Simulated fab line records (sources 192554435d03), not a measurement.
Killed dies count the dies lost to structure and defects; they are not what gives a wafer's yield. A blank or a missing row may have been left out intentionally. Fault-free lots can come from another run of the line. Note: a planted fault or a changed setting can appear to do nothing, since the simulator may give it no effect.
Which of the tools did it?	flow n5_finfet	10 lots, 30 wafers sampled, at 4 steps of a route of 1938

== WHAT EACH GAUGE READ, for each wafer ==
N5_BEOL_M8_RS_MEAS_57: measures by four-point-probe.
lot	measured	on	M8_RS (ohm/sq)
L601	day 9 15:12	film_metro-01	0.294 0.300 0.284
L603	day 10 11:56	film_metro-01	0.289 0.290 0.292
L605	day 10 17:01	film_metro-02	0.286 0.291 0.293
L607	day 10 22:31	film_metro-02	0.269 0.277 0.271
L604	day 10 22:44	film_metro-02	0.290 0.280 0.293
L606	day 11 00:12	film_metro-02	0.294 0.291 0.279
L608	day 11 00:27	film_metro-01	0.286 0.277 0.290
L613	day 12 21:50	film_metro-01	0.282 0.273 0.280
L623	day 15 06:31	film_metro-02	0.289 0.289 0.281
L622	day 15 07:08	film_metro-01	0.292 0.290 0.292

== WHICH TOOL RAN EACH LOT (tool, then ch and the chambers of the sampled wafers, then the start) ==
lot	N5_BEOL_M8_ETCH_65	N5_BEOL_M8_STRIP_36	N5_BEOL_M8_CVD_78
L601	rie_diel-05 ch 1,2,3, day 9 10:49	rie_diel-05 ch 1,2,3, day 9 10:59	cvd_co-01 ch 1,2, day 9 13:05
L603	rie_diel-06 ch 1,2, day 10 08:01	rie_diel-06 ch 1,2, day 10 08:13	cvd_co-02 ch 0,1, day 10 10:48
L605	rie_diel-06 ch 1,2,3, day 10 13:05	rie_diel-06 ch 1,2,3, day 10 13:16	cvd_co-01 ch 0,2, day 10 15:50
L607	rie_diel-03 ch 0,1,3, day 10 18:32	rie_diel-03 ch 0,1,3, day 10 18:43	cvd_co-01 ch 0,2, day 10 20:08
L604	rie_diel-06 ch 2,3, day 10 18:44	rie_diel-06 ch 2,3, day 10 18:55	cvd_co-02 ch 0,1,2, day 10 21:37
L606	rie_diel-06 ch 1,2, day 10 21:20	rie_diel-06 ch 1,2, day 10 21:31	cvd_co-02 ch 0,1, day 10 22:46
L608	rie_diel-05 ch 0,1,2, day 10 21:54	rie_diel-05 ch 0,1,2, day 10 22:05	cvd_co-02 ch 1,2, day 10 23:16
L613	rie_diel-03 ch 0,2, day 12 17:10	rie_diel-03 ch 0,2, day 12 17:20	cvd_co-02 ch 0,1,2, day 12 18:52
L623	rie_diel-03 ch 0,1,3, day 15 03:43	rie_diel-03 ch 0,1,3, day 15 03:53	cvd_co-02 ch 0,1, day 15 05:23
L622	rie_diel-05 ch 0,1,2, day 15 04:07	rie_diel-05 ch 0,1,2, day 15 04:18	cvd_co-02 ch 0,1,2, day 15 06:03
- N5_BEOL_M8_ETCH_65: etches SiARC in CF4, target depth 15.6 nm, time 26 s.
- N5_BEOL_M8_STRIP_36: strips in N2/H2.
- N5_BEOL_M8_CVD_78: deposits Co from CCTBA/H2, target thk 2 nm, time 142.3 s.

== WHAT THE TOOLS THEMSELVES READ (means of the sampled wafers that have a number; where no wafer has one, the mark that the record gives instead) ==
N5_BEOL_M8_ETCH_65.
lot	tool	drypump_motor_current_A (A)	etch_rf_on_time_s (s)	oes_product_au (a.u.)	rf_fwd_power_W (W)	rf_vpp_V (V)	showerhead_plenum_p_Torr (Torr)	throttle_valve_pct (%)
L601	rie_diel-05	5.3	25.5	0.67	533.3	184.1	2.15	15.55
L603	rie_diel-06	5.5	26.1	0.69	530.4	184.2	2.18	15.36
L605	rie_diel-06	5.8	26.3	0.68	531.3	184.8	2.15	15.45
L607	rie_diel-03	5.7	25.7	0.73	528.9	183.6	2.11	15.58
L604	rie_diel-06	5.9	26.4	0.71	531.1	184.5	2.19	15.43
L606	rie_diel-06	5.5	26.4	0.73	530.9	185.1	2.22	15.35
L608	rie_diel-05	5.5	25.6	0.62	531.6	184.4	2.15	15.60
L613	rie_diel-03	6.2	25.2	0.63	534.8	183.0	2.04	15.68
L623	rie_diel-03	5.7	25.6	0.69	530.4	184.6	2.10	15.66
L622	rie_diel-05	5.5	26.0	0.59	533.9	184.3	2.13	15.68

N5_BEOL_M8_STRIP_36.
lot	tool	bias_power_w (W)	drypump_motor_current_A (A)	oes_product_au (a.u.)	rf_vpp_V (V)	showerhead_plenum_p_Torr (Torr)	temp_c (C)	throttle_valve_pct (%)
L601	rie_diel-05	7.022	5.3	0.79	59.5	2.54	40.11	23.57
L603	rie_diel-06	7.006	5.5	0.80	59.6	2.59	39.90	23.15
L605	rie_diel-06	6.981	5.8	0.80	59.9	2.55	40.00	23.25
L607	rie_diel-03	7.020	5.7	0.87	59.5	2.50	39.95	23.63
L604	rie_diel-06	6.996	5.9	0.84	59.5	2.61	39.87	23.32
L606	rie_diel-06	6.983	5.6	0.86	59.0	2.65	39.92	23.23
L608	rie_diel-05	7.004	5.5	0.72	59.2	2.54	39.95	23.51
L613	rie_diel-03	7.004	6.2	0.72	59.4	2.42	40.05	23.76
L623	rie_diel-03	6.970	5.7	0.82	59.2	2.49	40.12	23.65
L622	rie_diel-05	6.994	5.5	0.69	60.1	2.53	39.98	23.56

N5_BEOL_M8_CVD_78.
lot	tool	run_length_s (s)
L601	cvd_co-01	165.0
L603	cvd_co-02	165.4
L605	cvd_co-01	164.7
L607	cvd_co-01	164.8
L604	cvd_co-02	165.3
L606	cvd_co-02	165.1
L608	cvd_co-02	165.2
L613	cvd_co-02	120.5
L623	cvd_co-02	165.1
L622	cvd_co-02	165.1

== THE ANSWER, worked out from the rows above alone ==
Rule: what is usual is taken from the lots themselves. The widest of any qualifying gaps counts: lots, ordered by their means at a reading, are off when they make up no more than a third of the lots, leave a main group of 4 or more, and stand apart from it by 3 or more times the standard deviation of that group's means. The tables above print the reading to a certain number of digits; a main group whose means all agree to those digits is not used. A lot without any number at a reading at which 4 lots or more have one is off too. Where the step has rows for the other lots, those lots are counted as sound. Order of review: gauges by route order, followed by the tools' own readings, for which a lot's mean as printed above is used. The first step at which some lot is off is used, and at that step the reading that is off furthest; a lot without a number counts as furthest.
Off, at N5_BEOL_M8_CVD_78 on run_length_s: L613. Main group: mean 165.1 s, sd 0.21.
If a tool, at that step or one of the process steps before it, ran each lot that is off and ran no sound lot following the first of them, it fits. No candidate that was tried fits.

== WHAT THE SIMULATOR PUT IN ==
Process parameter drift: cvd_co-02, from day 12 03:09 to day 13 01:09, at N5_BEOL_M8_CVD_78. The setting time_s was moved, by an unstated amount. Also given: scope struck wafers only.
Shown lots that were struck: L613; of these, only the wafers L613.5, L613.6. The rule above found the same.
